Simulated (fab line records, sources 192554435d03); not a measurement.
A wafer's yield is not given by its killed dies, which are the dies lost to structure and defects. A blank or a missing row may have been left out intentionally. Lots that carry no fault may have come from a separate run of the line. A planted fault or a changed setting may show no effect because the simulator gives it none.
Split-lot study	flow n5 finfet	7 lots, 21 wafers read, on a route of 1938 steps

## ON THE SPLIT
At N5_MOL_CONTACT_COAG_VIA_ETCH_46 (etches SiO2 in C4F6/O2, target depth 46 nm, overetch 9.2 nm, time 40 s), the setting bias w was moved away from the recipe's 455 W on 5 of the 21 wafers read, by -17.3% to +7.5%. The other wafers ran this setting at the recipe's value.

The reading is taken at the split's own step.

## THE READING
rf vpp V, in V, at N5_MOL_CONTACT_COAG_VIA_ETCH_46 (etches SiO2 in C4F6/O2, target depth 46 nm, overetch 9.2 nm, time 40 s). Typical for fault-free wafers on this fab line: 1590 V, with standard deviation 28 V.

wafer	tool, chamber at the split	bias w as run, W	against the recipe	rf vpp V, V	against lot-mates on the recipe
L074.1	rie diel-06, 0	455	recipe	1585	-
L074.2	rie diel-06, 1	386.9	-15.0%	1430	-155
L074.4	rie diel-06, 3	386.9	-15.0%	1384	-201
L077.1	rie diel-04, 3	455	recipe	1649	-
L077.5	rie diel-04, 3	455	recipe	1651	-
L077.6	rie diel-04, 2	455	recipe	1568	-
L079.1	rie diel-05, 3	376.5	-17.3%	1344	-234
L079.2	rie diel-05, 0	455	recipe	1588	-
L079.3	rie diel-05, 2	455	recipe	1569	-
L080.1	rie diel-06, 0	455	recipe	1583	-
L080.4	rie diel-06, 2	455	recipe	1642	-
L080.6	rie diel-06, 3	455	recipe	1564	-
L084.2	rie diel-05, 0	455	recipe	1588	-
L084.3	rie diel-05, 2	455	recipe	1569	-
L084.6	rie diel-05, 0	455	recipe	1586	-
L090.2	rie diel-05, 1	455	recipe	1585	-
L090.4	rie diel-05, 0	489.1	+7.5%	1675	+90
L090.5	rie diel-05, 2	489.1	+7.5%	1653	+68
L092.1	rie diel-04, 2	455	recipe	1566	-
L092.2	rie diel-04, 0	455	recipe	1609	-
L092.3	rie diel-04, 3	455	recipe	1649	-

FIT RESULTS
A straight line over all 21 wafers: rf vpp V changes by +12.7 V for each +1% of bias w; r = +0.93; the points scatter about the line by 32 V.
The same after taking each lot's own level away (the mean of its wafers on the recipe; 21 wafers): +12.2 V for each +1%; r = +0.95; scatter 27 V.
Per that fit: largest bias w move, reading shift of 2.1e+02 V.
Across the lots, their own levels run from 1578.5 to 1622.7 V, a range of 1.6 times the standard deviation given above.
The two slopes are in agreement: the lot-to-lot level therefore moves the slope only a little.
Check: -201 V against its lot-mates is what the line predicts for one of the wafers moved furthest among these (-17.3%) when that wafer is left out of the fit. It came out at -234 V against them.
Tool readings at the split's step, against how far the setting was moved: rf vpp V r = +0.93.

## ADDITIONAL SPLITS CARRIED BY THESE WAFERS
These wafers also went through other splits before the reading. Each is held against what the fit with the lots' levels taken away leaves over:
other split on the same wafers	wafers away from the commonest value	r with rf vpp V (lot level and that fit taken away)
N5_MOL_CONTACT_COAG_COAT_02 spin rpm	7	+0.27
N5_MOL_CONTACT_COAG_ALD_27 ald cycles	7	+0.15
N5_MOL_CONTACT_COAG_ALD_123 ald cycles	10	+0.35

## THE FILE'S OWN FIT
rf vpp V changes by +12.6 V for each +1% of bias w, r = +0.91.
